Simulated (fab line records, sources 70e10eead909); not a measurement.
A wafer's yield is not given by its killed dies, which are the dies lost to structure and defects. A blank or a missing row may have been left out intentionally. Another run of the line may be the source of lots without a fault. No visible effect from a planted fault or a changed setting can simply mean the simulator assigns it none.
Code-filled problem report in 8D (eight disciplines) form | flow nandHarc | the parts of the form that need people (team, actions taken, sign-off) are left out

## 1. PROBLEM STATEMENT
Wafers without a fault read 3.5, standard deviation 2.7; killedAtPeriphery at NHARC_END_SORT_01 reads a mean of 617.3 on 3 wafers belonging to 2 lots. That is +99 or more standard deviations from the usual mean.
First seen on wafer L956.1, day 28 07:16, on prober-02. The record has a number at this step for 33 wafers belonging to 11 lots. Rule for "out" (also "out of limits"): further than 4 standard deviations from the usual mean. The other wafers with a number count as sound.

## 2. WHAT IT IS AND WHAT IT IS NOT
question                    | is                                                | is not
which readings at this step | killedAtPeriphery, defectLimitedYield, killedDies | killedAtArray, killedOpen, killedShort
which lots                  | L956, L957                                        | L948, L951, L955, L962, L963, L964, L965, L966, L969
which wafers of those lots  | L956.1, L956.5, L957.4                            | L956.6, L957.1, L957.3
read on which gauges        | prober-01, prober-02                              | -
when                        | from day 28 07:16                                 | up to then (10 sound wafers); but 20 sound wafers of L956, L957, L962, L963, L964, L965, L966, L969 came after

## 3. THE SUSPECTS, EACH WITH WHAT RULES IT OUT
Counting: any tool at a process step up to the reading remains a suspect provided it ran every lot that is out. Sound lots after the first of them don't rule it out here, since some wafers of a struck lot are sound.
- ruled out: the gauge at NHARC_END_SORT_01. Those wafers that are out were read across 2 gauges (prober-01, prober-02).
- rieDiel-09 at NHARC_P_M1_ETCH_35 (etches the open film in N2/H2, target depth 40 nm, overetch 12 nm, time 43.94 s): kept. Ran every lot that is out, first one L956 (day 10 16:15); last sound lot up to then L951 (day 8 07:39).
- rieDiel-09 at NHARC_P_M1_ETCH_15 (etches the open film in C4F8/Ar, target depth 182.5 nm, time 91.2 s): kept. Ran every lot that is out, first one L956 (day 10 16:21); last sound lot up to then L951 (day 8 07:46). Its own oesProductAu readings are out on those wafers.
- rieDiel-09 at NHARC_P_M1_STRIP_18 (strips in N2/H2): kept. It ran every lot that is out, first L956 (day 10 16:36).
- At NHARC_P_M1_ETCH_15, inside rieDiel-09: chamber 2 took the wafers that are out, while their sound lot-mates went through chambers 0, 1, 3.
The count leaves rieDiel-09 at NHARC_P_M1_ETCH_35, rieDiel-09 at NHARC_P_M1_ETCH_15, and rieDiel-09 at NHARC_P_M1_STRIP_18.

## 4. THE CAUSE (what the simulator had put in)
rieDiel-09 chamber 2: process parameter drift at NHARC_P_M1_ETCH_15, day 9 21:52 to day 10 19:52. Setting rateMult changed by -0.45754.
Counting left 3 suspects, and this tool is among them.

## 5. THE EFFECT CHAIN, in route order
Each row: a reading whose mean over the struck wafers that have a number lies more than 3 standard deviations from the usual. Scope: only readings with a usual standard deviation given in the record; hours: median across lots of the time from each lot's start at the first step in this table that gives one to its start at this step; sigmas: change in usual standard deviations.
hours | step               | reading            | usual      | on struck wafers | change | sigmas
0     | NHARC_P_M1_ETCH_15 | oesProductAu       | 0.949 a.u. | 0.700            | -0.249 | -11
424   | NHARC_END_SORT_01  | defectLimitedYield | 91 %       | 0                | -91    | -30
424   | NHARC_END_SORT_01  | killedAtPeriphery  | 3.5        | 617.3            | +613.8 | +99 or more
424   | NHARC_END_SORT_01  | killedDies         | 60         | 677              | +617   | +31
Its process steps:
- NHARC_P_M1_ETCH_15: etches the open film in C4F8/Ar, target depth 182.5 nm, time 91.2 s.

## 6. WHAT WOULD HAVE CAUGHT IT SOONER
Counted from the fault's start at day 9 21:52, it took 441 hours until the first out-of-limits reading at a measuring or inspecting step in this record, taken at day 28 07:16.
Tool's own readings at NHARC_P_M1_ETCH_15, oesProductAu: out on all struck wafers the step has rows for; an alarm limit on them would have tripped on the first.
Each of the lots that are out, 2 in all, had begun NHARC_P_M1_ETCH_15 on rieDiel-09 no later than day 28 07:16. Had the tool been put on hold then, not one of them would have been saved.
